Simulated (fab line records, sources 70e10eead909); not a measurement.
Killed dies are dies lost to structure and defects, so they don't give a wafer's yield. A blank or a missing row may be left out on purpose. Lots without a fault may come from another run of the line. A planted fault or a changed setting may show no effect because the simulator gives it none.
Chamber matching | flow nand_harc | NHARC_A_BONDPAD_DESCUM_11 on rie_diel-03: 4 sister chambers
The step chemistry O2, time 3 s. 4 wafers are shown with their chamber, then 6 later ones without.

WAFERS WITH THEIR CHAMBER
wafer  | chamber | rf_vpp_V (V)
L895.5 | 3       | 57.9
L895.6 | 2       | 57.8
L902.2 | 0       | 57.4
L902.5 | 1       | 58.8

WAFERS WITHOUT THEIR CHAMBER
wafer  | rf_vpp_V (V)
L903.1 | 59.7
L903.2 | 57.2
L903.4 | 57.5
L904.3 | 58.1
L904.4 | 57.4
L904.6 | 57.5

WHICH CHAMBER EACH WENT THROUGH
wafer  | from the rows above               | in truth
L903.1 | 1                                 | 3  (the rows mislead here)
L903.2 | can't be placed: 0 or 2 or 3      | 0
L903.4 | can't be placed: 0 or 2 or 3      | 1
L904.3 | can't be placed: 3 or 2 or 1 or 0 | 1
L904.4 | can't be placed: 0 or 2 or 3      | 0
L904.6 | can't be placed: 0 or 2 or 3      | 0
Placed correctly: 0 of 6. Can't be placed from these rows: 5 (the true chamber is among the candidates in 4). Placed wrongly: 1.
How it was worked out, from the rows above alone: a wafer's distance from a chamber is the root of the sum, over the readings, of the square of ((its reading less the chamber's mean) divided by the reading's scatter). The wafer belongs to the nearest chamber; if the next one is less than 2 further off, it can't be placed. A chamber's mean is the mean of its shown wafers. The scatter: with one shown wafer a chamber, the root of the mean of the squares of how far each hidden wafer lies from its nearest shown one.
